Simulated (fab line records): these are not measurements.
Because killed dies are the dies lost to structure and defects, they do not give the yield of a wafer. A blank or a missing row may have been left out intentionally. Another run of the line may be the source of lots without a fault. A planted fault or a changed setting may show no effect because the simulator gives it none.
Chamber matching / flow n5Finfet / N5_SDB_ETCH_17 on rieDiel-03: 4 sister chambers
The step etches SiARC in CF4, target depth 23.4 nm, time 39 s. 16 wafers are shown with their chamber, then 8 later ones without.

== WAFERS WITH THEIR CHAMBER ==
wafer=L077.4; chamber=2; drypumpMotorCurrentA (A)=5.3; throttleValvePct (%)=15.87; oesProductAu (a.u.)=0.62
wafer=L077.5; chamber=3; drypumpMotorCurrentA (A)=5.4; throttleValvePct (%)=15.94; oesProductAu (a.u.)=0.57
wafer=L077.6; chamber=2; drypumpMotorCurrentA (A)=5.4; throttleValvePct (%)=15.87; oesProductAu (a.u.)=0.62
wafer=L078.1; chamber=0; drypumpMotorCurrentA (A)=5.8; throttleValvePct (%)=15.87; oesProductAu (a.u.)=0.58
wafer=L078.2; chamber=1; drypumpMotorCurrentA (A)=6.3; throttleValvePct (%)=15.47; oesProductAu (a.u.)=0.73
wafer=L078.6; chamber=2; drypumpMotorCurrentA (A)=5.4; throttleValvePct (%)=15.87; oesProductAu (a.u.)=0.61
wafer=L080.2; chamber=2; drypumpMotorCurrentA (A)=5.4; throttleValvePct (%)=15.87; oesProductAu (a.u.)=0.62
wafer=L080.3; chamber=1; drypumpMotorCurrentA (A)=6.3; throttleValvePct (%)=15.48; oesProductAu (a.u.)=0.73
wafer=L080.6; chamber=1; drypumpMotorCurrentA (A)=6.3; throttleValvePct (%)=15.48; oesProductAu (a.u.)=0.73
wafer=L081.2; chamber=2; drypumpMotorCurrentA (A)=5.3; throttleValvePct (%)=15.88; oesProductAu (a.u.)=0.61
wafer=L081.5; chamber=0; drypumpMotorCurrentA (A)=5.8; throttleValvePct (%)=15.88; oesProductAu (a.u.)=0.56
wafer=L081.6; chamber=1; drypumpMotorCurrentA (A)=6.3; throttleValvePct (%)=15.50; oesProductAu (a.u.)=0.72
wafer=L088.1; chamber=2; drypumpMotorCurrentA (A)=5.3; throttleValvePct (%)=15.93; oesProductAu (a.u.)=0.60
wafer=L088.5; chamber=2; drypumpMotorCurrentA (A)=5.3; throttleValvePct (%)=15.91; oesProductAu (a.u.)=0.59
wafer=L088.6; chamber=1; drypumpMotorCurrentA (A)=6.3; throttleValvePct (%)=15.54; oesProductAu (a.u.)=0.70
wafer=L091.1; chamber=0; drypumpMotorCurrentA (A)=5.8; throttleValvePct (%)=15.92; oesProductAu (a.u.)=0.56

SIGNATURES (means of the wafers above)
reading=drypumpMotorCurrentA; chamber 0=5.800; chamber 1=6.300; chamber 2=5.343; chamber 3=5.400; scatter within a chamber=0.0378
reading=throttleValvePct; chamber 0=15.8900; chamber 1=15.4940; chamber 2=15.8857; chamber 3=15.9400; scatter within a chamber=0.026
reading=oesProductAu; chamber 0=0.5667; chamber 1=0.7220; chamber 2=0.6100; chamber 3=0.5700; scatter within a chamber=0.0121
Rule: for each reading, subtract the chamber's mean from the wafer's reading, divide by that reading's scatter and square the result; add these up over the readings and take the root, which gives the wafer's distance from the chamber. If the next closest chamber is less than 2 further off than the closest, the wafer can't be placed; otherwise it belongs to the closest. The scatter is the square root of a quotient: the sum, over the shown wafers, of each reading's squared deviation from its chamber's mean, divided by wafers minus chambers.

== WAFERS WHOSE CHAMBER IS MISSING ==
wafer=L091.2; drypumpMotorCurrentA (A)=5.4; throttleValvePct (%)=15.92; oesProductAu (a.u.)=0.60
wafer=L091.6; drypumpMotorCurrentA (A)=5.5; throttleValvePct (%)=15.49; oesProductAu (a.u.)=0.80
wafer=L094.2; drypumpMotorCurrentA (A)=5.4; throttleValvePct (%)=15.49; oesProductAu (a.u.)=0.79
wafer=L094.3; drypumpMotorCurrentA (A)=6.3; throttleValvePct (%)=15.56; oesProductAu (a.u.)=0.69
wafer=L094.5; drypumpMotorCurrentA (A)=5.4; throttleValvePct (%)=15.48; oesProductAu (a.u.)=0.78
wafer=L097.1; drypumpMotorCurrentA (A)=5.8; throttleValvePct (%)=15.42; oesProductAu (a.u.)=0.83
wafer=L097.4; drypumpMotorCurrentA (A)=6.3; throttleValvePct (%)=15.57; oesProductAu (a.u.)=0.68
wafer=L097.5; drypumpMotorCurrentA (A)=5.5; throttleValvePct (%)=15.50; oesProductAu (a.u.)=0.78

== WHICH CHAMBER EACH WENT THROUGH ==
wafer=L091.2; from the rows above=can't be placed: 2 or 3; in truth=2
wafer=L091.6; from the rows above=can't be placed: 1 or 2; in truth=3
wafer=L094.2; from the rows above=2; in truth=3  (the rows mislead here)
wafer=L094.3; from the rows above=1; in truth=1
wafer=L094.5; from the rows above=2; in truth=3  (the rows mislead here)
wafer=L097.1; from the rows above=1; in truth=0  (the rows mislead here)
wafer=L097.4; from the rows above=1; in truth=1
wafer=L097.5; from the rows above=can't be placed: 2 or 1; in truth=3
2 of 8 placed correctly. From these rows, 3 cannot be placed; in 1 the true chamber is one of the candidates. Number placed wrongly: 3.
